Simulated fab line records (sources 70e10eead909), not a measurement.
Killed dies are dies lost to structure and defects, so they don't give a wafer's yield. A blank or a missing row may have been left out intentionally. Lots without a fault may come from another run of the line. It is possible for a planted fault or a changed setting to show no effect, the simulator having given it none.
fab line records    flow nand_harc
record lots=12  wafers=36  last_day=33
route steps=1302 shown A_BLC@1128 A_M0@1154 END@1302
lots with no fault: from the same line, run without faults
start_h: hours from the record's opening day to when the first of the lot's shown wafers began    wait_h: how many hours have passed since the lot's step before this one    " as in the row above    L1.1+2: one row covering several wafers at once    - value missing, or start not given    * or withheld: withheld    < > ~ a bound
route shown NAME@n: NAME is a module with steps in the file, n the number in the route of the first one    usual: average and standard deviation across the fault-free wafers    same: alike in all rows    chamber/n: place in a boat    sites: the reading at each site    _std_site: the values' standard deviation    _edge_site: outer sites' mean less inner sites'    radius_mm: for every site, how far away it sits from the centre of the wafer    mask NAME#n: copy n    behind: tool/chamber where the wafer was last shaped    hold: why the lot was held/for how many hours/how that ended    device: which transistor (n, p or np) failed to switch    end of line: at the end of the route, the tests of the same wafers    a step given without rows: its recipe and nothing more    killed: not the wafer's yield, but the dies lost to structure and defects at the first sort    map: a wafer's dies, x killed, . not, _ none there
set.NAME: the run value of the setting; set.NAME@STEP: its run value at that earlier step    model.NAME: the simulator's own value behind a step, which no gauge read
a sample of lots followed through the steps of the route, with each step as a table and each wafer as a row
services: from which hour (start_h, from the record's first day; less than 0 if before it) a tool's chamber was out of use, for how many hours, and why
## steps
# step NHARC_A_BLC_DEGAS_30
# recipe temp_c=300  time_s=60
# usual heater_power_w=451/28
lot.wafer  tool            chamber  start_h  wait_h  heater_power_w
L890.4     pvd_sputter-02  -        582.07   -       449
L890.3     "               -        "        "       424
L890.5     "               -        "        "       459
L889.3     pvd_sputter-01  -        584.93   -       379
L889.1     "               -        "        "       496
L889.6     "               -        "        "       454
L888.4     pvd_sputter-01  -        590.49   -       506
L888.5     "               -        "        "       430
L888.6     "               -        "        "       386
L891.3     pvd_sputter-02  -        591.57   -       429
L891.4     "               -        "        "       460
L891.5     "               -        "        "       445
L893.3     pvd_sputter-02  -        601.47   -       443
L893.1     "               -        "        "       451
L893.5     "               -        "        "       428
L899.1     pvd_sputter-02  -        661.63   -       423
L899.3     "               -        "        "       445
L899.6     "               -        "        "       419
L898.1     pvd_sputter-02  -        665.50   -       460
L898.6     "               -        "        "       448
L898.5     "               -        "        "       449
L900.3     pvd_sputter-02  -        667.81   -       456
L900.2     "               -        "        "       467
L900.5     "               -        "        "       451
L905.3     pvd_sputter-01  -        706.53   -       410
L905.4     "               -        "        "       521
L905.6     "               -        "        "       437
L906.3     pvd_sputter-03  -        740.83   -       446
L906.5     "               -        "        "       436
L906.6     "               -        "        "       514
L907.1     pvd_sputter-03  -        742.41   -       465
L907.2     "               -        "        "       454
L907.5     "               -        "        "       457
L908.4     pvd_sputter-01  -        750.35   -       463
L908.3     "               -        "        "       416
L908.5     "               -        "        "       449
# step NHARC_A_BLC_ALD_23
# recipe target_thk_a=30  pulse_time_s=1  ald_cycles=150  temp_c=450  material=TiN
# usual heater_power_w=1075/140  precursor_pulse_height_rel=1.002/0.02
# same pulse_time_s=1
lot.wafer  tool          chamber  start_h  wait_h  heater_power_w  precursor_pulse_height_rel
L890.3     ald_metal-01  0        582.33   -       1208            1.041
L890.4     "             1        "        "       1203            1.019
L890.5     "             3        "        "       915             0.993
L889.1     ald_metal-01  0        585.15   -       1227            0.977
L889.3     "             3        "        "       937             1.025
L889.6     "             0        "        "       1182            1.008
L888.4     ald_metal-02  3        590.76   -       966             0.991
L888.6     "             1        "        "       982             1.006
L888.5     "             2        "        "       1097            1.020
L891.3     ald_metal-04  0        591.83   -       1291            1.011
L891.4     "             0        "        "       1307            0.964
L891.5     "             1        "        "       1048            1.040
L893.1     ald_metal-04  1        601.73   -       1036            1.013
L893.3     "             3        "        "       1017            0.977
L893.5     "             0        "        "       1312            1.017
L899.3     ald_metal-01  3        661.86   -       942             1.013
L899.1     "             2        "        "       955             1.010
L899.6     "             3        "        "       966             0.954
L898.1     ald_metal-01  0        665.77   -       1220            0.982
L898.6     "             2        "        "       994             1.031
L898.5     "             3        "        "       937             1.021
L900.3     ald_metal-04  2        668.09   -       945             0.989
L900.2     "             3        "        "       1092            1.019
L900.5     "             0        "        "       1311            0.997
L905.3     ald_metal-02  1        706.78   -       991             1.009
L905.4     "             2        "        "       1180            0.980
L905.6     "             0        "        "       1035            0.991
L906.3     ald_metal-01  1        741.07   -       1211            0.994
L906.5     "             1        "        "       1224            0.957
L906.6     "             2        "        "       1022            0.989
L907.1     ald_metal-04  3        742.70   -       1066            1.006
L907.2     "             0        "        "       1338            1.012
L907.5     "             1        "        "       972             1.006
L908.3     ald_metal-04  1        750.59   -       957             1.021
L908.4     "             0        "        "       1311            1.014
L908.5     "             1        "        "       964             0.995
# step NHARC_A_M0_STRIP_18
# recipe power_w=1000  n2_flow_sccm=150  h2_flow_sccm=150  ar_flow_sccm=0  bias_w=0  chemistry=N2/H2
# usual bias_w=0/0  chamber_pressure_mTorr=29.996/0.03  drypump_motor_current_A=5.5/0.45  h2_flow_sccm=150.0/0.52  mfc_ar_sccm=0.012/0.015  oes_product_au=1.000/0.013  rf_fwd_power_W=997.5/3  rf_vpp_V=90.6/1  showerhead_plenum_p_Torr=2.02/0.098  throttle_valve_pct=14.172/0.0088
lot.wafer  tool         chamber  start_h  wait_h  bias_w  chamber_pressure_mTorr  drypump_motor_current_A  h2_flow_sccm  mfc_ar_sccm  oes_product_au  rf_fwd_power_W  rf_hours_counter_h  rf_vpp_V  showerhead_plenum_p_Torr  throttle_valve_pct
L890.4     rie_diel-02  0        584.86   0.1     0       30.037                  5.3                      149.8         0.003        1.009           1001.5          0                   90.0      2.13                      14.171
L890.3     "            1        "        "       0       29.965                  5.6                      149.8         0.001        1.000           993.0           0                   90.9      2.06                      14.166
L890.5     "            3        "        "       0       30.024                  5.3                      149.2         0.014        1.004           996.8           -                   90.5      2.12                      14.188
L889.3     rie_diel-09  0        587.78   0.1     0       30.034                  5.0                      149.7         0.011        0.975           996.6           4                   91.2      1.93                      14.181
L889.1     "            1        "        "       0       30.041                  5.8                      150.2         0.041        1.010           991.5           4                   90.6      2.12                      14.169
L889.6     "            1        "        "       0       29.997                  5.8                      150.8         0.041        0.997           993.6           -                   90.7      2.12                      14.188
L888.4     rie_diel-09  3        593.27   0.1     0       29.967                  5.6                      149.7         0            1.013           997.6           4                   89.9      2.10                      14.160
L888.6     "            0        "        "       0       29.986                  5.0                      149.8         0.011        0.981           997.0           -                   90.4      1.93                      14.156
L888.5     "            1        "        "       0       29.930                  5.8                      150.2         0.041        1.015           999.3           -                   91.0      2.12                      14.178
L891.4     rie_diel-09  1        594.52   0.1     0       30.019                  5.8                      150.1         0.041        1.006           1001.2          4                   89.6      2.12                      14.169
L891.3     "            2        "        "       0       30.009                  6.3                      148.9         0            0.996           994.6           3                   89.6      1.89                      14.180
L891.5     "            0        "        "       0       30.037                  5.0                      150.2         0.011        0.986           997.6           -                   89.0      1.93                      14.181
L893.3     rie_diel-08  1        604.24   0.1     0       30.039                  4.9                      149.9         0.005        0.990           996.1           5                   89.5      1.94                      14.159
L893.1     "            2        "        "       0       30.032                  5.4                      149.7         0.026        1.007           996.1           5                   89.4      1.89                      14.169
L893.5     "            2        "        "       0       30.034                  5.4                      150.1         0.026        1.002           995.6           -                   89.3      1.89                      14.191
L899.3     rie_diel-02  2        664.49   0.1     -       -                       -                        -             -            -               -               -                   -         -                         -
L899.1     "            3        "        "       -       -                       -                        -             -            -               -               -                   -         -                         -
L899.6     "            3        "        "       -       -                       -                        -             -            -               -               -                   -         -                         -
L898.1     rie_diel-09  0        668.39   0.1     -       -                       -                        -             -            -               -               -                   -         -                         -
L898.6     "            1        "        "       -       -                       -                        -             -            -               -               -                   -         -                         -
L898.5     "            2        "        "       -       -                       -                        -             -            -               -               -                   -         -                         -
L900.3     rie_diel-09  0        670.60   0.1     0       30.003                  5.0                      150.3         0.011        0.981           997.0           8                   90.4      1.93                      14.182
L900.2     "            1        "        "       0       29.981                  5.8                      150.2         0.041        1.005           998.2           8                   91.3      2.12                      14.192
L900.5     "            1        "        "       0       29.990                  5.8                      150.4         0.041        1.000           997.6           -                   92.5      2.11                      14.180
L905.4     rie_diel-09  3        709.35   0.1     0       30.015                  5.6                      150.9         0            1.005           1000.7          1                   91.3      2.10                      14.176
L905.3     "            1        "        "       0       30.014                  5.8                      150.2         0.041        1.002           999.6           2                   91.8      2.11                      14.169
L905.6     "            3        "        "       0       30.018                  5.6                      150.8         0            1.021           998.1           -                   91.3      2.10                      14.185
L906.3     rie_diel-02  1        743.71   0.1     0       29.981                  5.7                      150.4         0.001        0.992           999.8           12                  90.5      2.06                      14.165
L906.6     "            1        "        "       0       30.001                  5.7                      150.0         0.001        0.989           998.3           -                   88.8      2.06                      14.163
L906.5     "            3        "        "       0       29.986                  5.3                      150.1         0.014        1.010           998.6           -                   91.2      2.12                      14.163
L907.2     rie_diel-09  2        745.26   0.1     0       30.003                  6.3                      150.2         0            0.985           992.5           3                   89.9      1.89                      14.177
L907.1     "            1        "        "       0       29.996                  5.8                      150.6         0.041        0.994           996.0           4                   90.9      2.11                      14.157
L907.5     "            2        "        "       0       29.973                  6.2                      149.4         0            0.988           994.5           -                   90.1      1.89                      14.184
L908.4     rie_diel-09  1        754.24   0.1     0       29.951                  5.8                      150.4         0.041        1.002           998.0           4                   91.9      2.11                      14.176
L908.3     "            2        "        "       0       29.949                  6.3                      150.5         0            0.985           991.7           3                   90.9      1.89                      14.183
L908.5     "            0        "        "       0       29.996                  5.0                      149.8         0.011        1.001           1004.8          -                   88.8      1.93                      14.161
# step NHARC_A_M0_PVD_21
# recipe target_thk_a=300  chamber_pressure_pa=5  power_w=5000  substrate_temp_c=30  time_s=20.49  material=Cu
# usual throttle_valve_pct=29.8/0.93
lot.wafer  tool            chamber  start_h  wait_h  throttle_valve_pct
L890.4     pvd_sputter-02  -        -        -       29.8
L890.3     "               -        "        "       30.2
L890.5     "               -        "        "       29.6
L889.3     pvd_sputter-02  -        -        -       29.0
L889.1     "               -        "        "       29.6
L889.6     "               -        "        "       29.2
L888.4     pvd_sputter-02  -        -        -       30.3
L888.6     "               -        "        "       30.4
L888.5     "               -        "        "       29.1
L891.4     pvd_sputter-01  -        -        -       28.9
L891.3     "               -        "        "       29.9
L891.5     "               -        "        "       29.6
L893.1     pvd_sputter-03  -        -        -       30.6
L893.3     "               -        "        "       29.7
L893.5     "               -        "        "       30.5
L899.1     pvd_sputter-01  -        -        -       28.7
L899.3     "               -        "        "       29.7
L899.6     "               -        "        "       29.8
L898.1     pvd_sputter-01  -        -        -       30.2
L898.6     "               -        "        "       30.2
L898.5     "               -        "        "       28.9
L900.2     pvd_sputter-03  -        -        -       29.8
L900.3     "               -        "        "       29.7
L900.5     "               -        "        "       30.7
L905.3     pvd_sputter-02  -        -        -       29.2
L905.4     "               -        "        "       28.4
L905.6     "               -        "        "       30.8
L906.3     pvd_sputter-01  -        -        -       30.2
L906.5     "               -        "        "       32.0
L906.6     "               -        "        "       30.3
L907.2     pvd_sputter-01  -        -        -       31.5
L907.1     "               -        "        "       29.8
L907.5     "               -        "        "       31.8
L908.4     pvd_sputter-01  -        -        -       30.0
L908.3     "               -        "        "       31.8
L908.5     "               -        "        "       29.8
# step NHARC_END_SORT_01
# recipe temp_c=25
# usual defect_limited_yield=91/3.1  killed_at_array=54/21  killed_at_other=0.9/1.1  killed_at_periphery=3.5/2.5  killed_dies=58/21  killed_open=3.3/1.9  killed_short=2.6/1.8  sort_bin_2_pct=3.0/1.4  sort_bin_3_pct=0.6/0.41  sort_bin_4_pct=4.9/1.7  sort_n_pass=619/21  sort_rim_yield_pct=92/4  sort_yield_pct=91/3.1
# same gross_dies=677  sort_bin_5_pct[%]=0  sort_bin_6_pct[%]=0  sort_bin_7_pct[%]=0  sort_bin_8_pct[%]=0  sort_rim_n_gross=106.00
lot.wafer  tool       chamber  start_h  wait_h  defect_limited_yield[%]  killed_at_array  killed_at_other  killed_at_periphery  killed_dies  killed_open  killed_short  sort_bin_2_pct[%]  sort_bin_3_pct[%]  sort_bin_4_pct[%]  sort_n_pass  sort_rim_yield_pct[%]  sort_yield_pct[%]
L893.1     prober-01  0        642.49   2.5     87                       86               0                4                    90           3            4             6.4                1.0                5.9                587          90                     87
L893.3     prober-01  0        644.09   3.1     85                       101              0                2                    103          3            3             5.8                0.9                8.6                574          86                     85
L893.5     prober-01  0        645.70   3.7     88                       76               1                3                    80           2            3             5.9                0.6                5.3                597          92                     88
L898.1     prober-01  0        705.48   2.5     5                        638              2                5                    645          1            1             88.5               0.6                6.2                32           0                      5
L898.5     prober-01  0        708.70   3.7     5                        633              0                13                   646          5            1             89.2               0.6                5.6                31           0                      5
L898.6     prober-01  0        709.50   4.0     5                        633              1                6                    640          6            5             89.4               0.3                4.9                37           19                     5
# killed by level:class
L893.1 A_SLIT:chamber_film_flake=29 A_CHANNEL_HOLE_D1:chamber_film_flake=26 A_CHANNEL_HOLE_D2:chamber_film_flake=18 A_CHANNEL_FILL_D1:chamber_film_flake=3 A_STAIRCASE:chamber_film_flake=3 P_STI:chamber_film_flake=2 P_GATE:geometric_particle:open=1 A_ONON_D1:geometric_particle:short=1
L893.3 A_CHANNEL_HOLE_D1:chamber_film_flake=34 A_CHANNEL_HOLE_D2:chamber_film_flake=32 A_SLIT:chamber_film_flake=24 A_CHANNEL_FILL_D1:chamber_film_flake=4 A_STAIRCASE:chamber_film_flake=2 P_M0:geometric_particle:open=1 P_M2:geometric_particle:open=1 A_CHANNEL_FILL_D1:geometric_particle:open=1
L893.5 A_CHANNEL_HOLE_D1:chamber_film_flake=29 A_CHANNEL_HOLE_D2:chamber_film_flake=20 A_SLIT:chamber_film_flake=18 A_CONTACT:chamber_film_flake=3 A_ZERO_WELL:chamber_film_flake=2 P_M0:geometric_particle:short=1 P_M0:geometric_particle:open=1 P_M2:geometric_particle:open=1
L898.1 A_M0:area_strip=580 A_CHANNEL_HOLE_D1:chamber_film_flake=42 A_SLIT:chamber_film_flake=5 P_M1:chamber_film_flake=3 A_CHANNEL_FILL_D2:chamber_film_flake=2 A_WL_FILL:chamber_film_flake=2 A_CONTACT:chamber_film_flake=2 THIN_TSV:chamber_film_flake=2
L898.5 A_M0:area_strip=580 A_CHANNEL_HOLE_D1:chamber_film_flake=30 A_CONTACT:chamber_film_flake=8 P_M1:chamber_film_flake=6 P_BONDPAD:chamber_film_flake=3 A_STAIRCASE:chamber_film_flake=3 A_SLIT:chamber_film_flake=3 P_M2:chamber_film_flake=2
L898.6 A_M0:area_strip=577 A_CHANNEL_HOLE_D1:chamber_film_flake=36 A_CHANNEL_FILL_D2:chamber_film_flake=4 P_M1:chamber_film_flake=3 A_ONON_D1:geometric_particle:short=2 A_WL_FILL:geometric_particle:open=2 A_CONTACT:chamber_film_flake=2 P_M0:geometric_particle:open=1
## services
tool            chamber  start_h  hours  kind
rie_diel-02     2        562.91   7.4    repair
rie_diel-08     1        567.26   8.4    repair
rie_diel-02     -        570.70   9.0    pm
rie_diel-09     2        574.61   14.1   repair
ald_metal-04    3        578.45   22.4   repair
pvd_sputter-01  -        598.32   10.0   pm
ald_metal-01    0        606.65   12.1   repair
ald_metal-02    -        610.00   10.0   pm
rie_diel-09     2        616.52   14.2   repair
pvd_sputter-01  -        630.80   2.8    repair
pvd_sputter-02  -        638.00   10.0   pm
ald_metal-01    -        644.78   2.1    repair
rie_diel-09     1        650.24   4.6    repair
ald_metal-04    -        652.00   10.0   pm
pvd_sputter-01  -        655.97   2.6    repair
rie_diel-09     3        662.59   11.6   repair
rie_diel-09     -        674.16   9.0    pm
pvd_sputter-03  -        675.90   1.4    repair
ald_metal-01    -        698.31   0.8    repair
pvd_sputter-01  -        699.70   1.2    repair
ald_metal-01    -        704.14   10.0   pm
pvd_sputter-03  -        704.64   10.0   pm
rie_diel-02     2        741.10   4.7    repair
rie_diel-02     -        747.70   9.0    pm
## key
first_sign step=NHARC_A_M0_STRIP_18  reading=tool_record  direction=missing
effect step=NHARC_END_SORT_01  reading=sort_bin_2_pct  direction=up  sigmas=62  usual=3.0  struck=89.0
more_kills_born_at NHARC_A_M0_STRIP_18@rie_diel-09=1737
met_at NHARC_A_M0_STRIP_18
struck_lots L898,L899
later_rows_left_out L898.1,L898.5,L898.6,L899.1,L899.3,L899.6
sort_left_out L899.1,L899.3,L899.6
not_acting_at NHARC_A_BLC_DEGAS_30,NHARC_A_BLC_ALD_23,NHARC_A_M0_PVD_21
onset_between 594.52 664.49
fault kind=skipped_step_whole  tool=rie_diel-02,rie_diel-09  chamber=-  onset_h=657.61  steps=NHARC_A_M0_STRIP_18  scope=struck_lots_only
# sort_left_out: the simulated sort isn't trusted on such a fault, so these wafers' sort isn't shown, and their yield isn't known
# later_rows_left_out: the simulator's readings of these wafers behind a module that went badly wrong aren't trusted and aren't shown, but for the sort
